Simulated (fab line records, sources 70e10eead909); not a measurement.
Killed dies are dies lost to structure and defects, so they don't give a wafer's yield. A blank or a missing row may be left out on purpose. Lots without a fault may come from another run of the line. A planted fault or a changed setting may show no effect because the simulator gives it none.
A struck lot beside a sound one | flow nand_harc | 26 steps out of a route of 1302
Sound: wafers L675.2, L675.5, L675.6. Struck: wafers L683.1, L683.3, L683.5. The cause comes at the end.
At each step with rows: each side's tool, then ch and its chambers, then its first start. Under that, the readings that differ: sound wafers | struck wafers | difference of the means | sigmas: that difference in standard deviations of wafers without a fault.
alike: readings whose means differ by less than 2 such deviations, and words and numbers that are the same on both sides. not compared: withheld readings, readings that some wafer has no value for, bounds like >300 that may hide the same value, and numbers for which the record gives no deviation and whose values overlap.
The two part at a step that has a row with sigmas, a row that says differs or no value, or rows on one side only. Numbers that don't overlap but have no deviation are shown without sigmas and don't part them. A reading that every wafer of one side lacks parts them only if that side has two wafers or more.

first, 5 steps without rows for these wafers: NHARC_P_GATE_STRIP_15 (strips in SPM, time 780 s); NHARC_P_GATE_PRECLEAN_71 (cleans in SC1); NHARC_P_GATE_SRD_72; NHARC_P_GATE_OXIDE_16 (material SiO2, target thk 3 nm, ox time 392 s); NHARC_P_GATE_CVD_17 (deposits poly-Si, target thk 150 nm, time 900 s).
NHARC_P_GATE_HM_DEP_102: deposits aC, target thk 120 nm.
  sound on acl_dep-02 ch 0, day 6 00:57; struck on acl_dep-03 ch 0, day 9 12:05
  alike: throttle_valve_pct
NHARC_P_GATE_DEP_103: deposits SiON, target thk 30 nm.
  sound on pecvd-02 ch 0,1,2, day 6 01:34; struck on pecvd-02 ch 0,1,2, day 9 12:46
  alike: heater_power_w
then, 5 steps without rows for these wafers: NHARC_P_GATE_DEHYDRATE_18 (time 120 s); NHARC_P_GATE_HMDS_19 (time 30 s); NHARC_P_GATE_COAT_20 (resist thk 90 nm); NHARC_P_GATE_SOFTBAKE_21 (time 55 s); NHARC_P_GATE_EBR_22.
NHARC_P_GATE_EXPOSE_23: exposes mask P GATE, target cd 120 nm.
  sound on arfi_scanner-03 ch 0, day 6 02:03; struck on arfi_scanner-02 ch 0, day 9 13:10
  reading | sound                      | struck                              | difference | sigmas
  mask    | P_GATE#0 P_GATE#0 P_GATE#0 | P_GATE_R1#0 P_GATE_R1#0 P_GATE_R1#0 | differs    |
  alike: focus_offset_nm
then, 2 steps without rows for these wafers: NHARC_P_GATE_PEB_24 (peb time 65 s); NHARC_P_GATE_DEVELOP_25 (develop time 35 s).
NHARC_P_GATE_CD_MEAS_26: target cd 120 nm.
  sound on cd_sem-03 ch 0, day 6 02:11; struck on cd_sem-01 ch 0
  reading    | sound             | struck            | difference | sigmas
  cd_nm (nm) | 120.0 119.7 119.5 | 113.6 113.2 113.2 | -6.4       | -11
  not compared: hold
NHARC_P_GATE_OVL_MEAS_27:
  sound on overlay-01, day 6 02:16; struck on overlay-01, day 9 17:52
  reading           | sound       | struck                                                                     | difference                   | sigmas
  hold              | - - -       | await_dispo/4.3h/release await_dispo/4.3h/release await_dispo/4.3h/release | no value on the sound wafers |
  overlay_x_nm (nm) | 2.0 1.1 1.9 | 0.2 -0.3 0.1                                                               | -1.7                         | -2
  alike: overlay_y_nm
NHARC_P_GATE_INSPECT_28:
  sound on defect_inspect-01, day 6 02:19; struck on defect_inspect-01, day 9 17:55
  alike: raw_defect_count
NHARC_P_GATE_DESCUM_31: chemistry O2, time 3 s.
  sound on rie_diel-06 ch 1,2, day 6 02:22; struck on rie_diel-02 ch 0,3, day 9 17:58
  reading                 | sound             | struck            | difference | sigmas
  model.P_GATE.cd_nm (nm) | 120.4 120.4 119.8 | 112.6 113.3 112.8 | -7.3       |
  alike: drypump_motor_current_A, o2_flow_sccm, oes_product_au, rf_vpp_V, showerhead_plenum_p_Torr, throttle_valve_pct
  not compared: rf_hours_counter_h
NHARC_P_GATE_ETCH_104: etches the open film in CF4/CHF3, target depth 60 nm.
  sound on rie_diel-06 ch 0,2,3, day 6 02:28; struck on rie_diel-02 ch 0,2,3, day 9 18:04
  alike: cf4_flow_sccm, drypump_motor_current_A, oes_product_au, rf_vpp_V, showerhead_plenum_p_Torr, throttle_valve_pct
NHARC_P_GATE_HM_OPEN_105: chemistry O2/COS, target depth 360 nm.
  sound on rie_diel-06 ch 2,3; struck on rie_diel-02 ch 0,1,2
  alike: drypump_motor_current_A, o2_flow_sccm, oes_product_au, rf_vpp_V, showerhead_plenum_p_Torr, throttle_valve_pct
  not compared: rf_hours_counter_h
then, 2 steps without rows for these wafers: NHARC_P_GATE_STRIP_106 (strips in O2/COS); NHARC_P_GATE_ETCH_114 (etches the open film in CF4/O2, target depth 30 nm, overetch 3 nm, time 16.5 s).
NHARC_P_GATE_ETCH_32: etches the open film in HBr/Cl2, target depth 150 nm, time 100.1 s.
  sound on rie_si-03 ch 1,2,3, day 6 02:52; struck on rie_si-01 ch 0,3, day 9 18:26
  reading                 | sound             | struck          | difference | sigmas
  model.P_GATE.cd_nm (nm) | 121.8 121.8 122.1 | 110.6 117 115.7 | -7.5       |
  alike: drypump_motor_current_A, oes_product_au, throttle_valve_pct
  not compared: rf_hours_counter_h
NHARC_P_GATE_STRIP_108: strips in O2.
  sound on rie_diel-02 ch 0,1,2, day 6 03:02; struck on rie_diel-11 ch 0,2, day 9 18:37
  alike: drypump_motor_current_A, o2_flow_sccm, oes_product_au, rf_vpp_V, showerhead_plenum_p_Torr, throttle_valve_pct
  not compared: rf_hours_counter_h
-- the record jumps here: 19 days lie between the struck wafers' starts before and after (it left off in module P_GATE and takes up again in module END, whose first step shown is number 1302 of the route) --
NHARC_END_SORT_01:
  the record has rows for the struck wafers here (prober-02 ch 0, day 28 19:43) and none for the sound ones

WHERE THEY PART
First at NHARC_P_GATE_EXPOSE_23; last, within this record, at NHARC_END_SORT_01.

WHY: what the simulator had put in
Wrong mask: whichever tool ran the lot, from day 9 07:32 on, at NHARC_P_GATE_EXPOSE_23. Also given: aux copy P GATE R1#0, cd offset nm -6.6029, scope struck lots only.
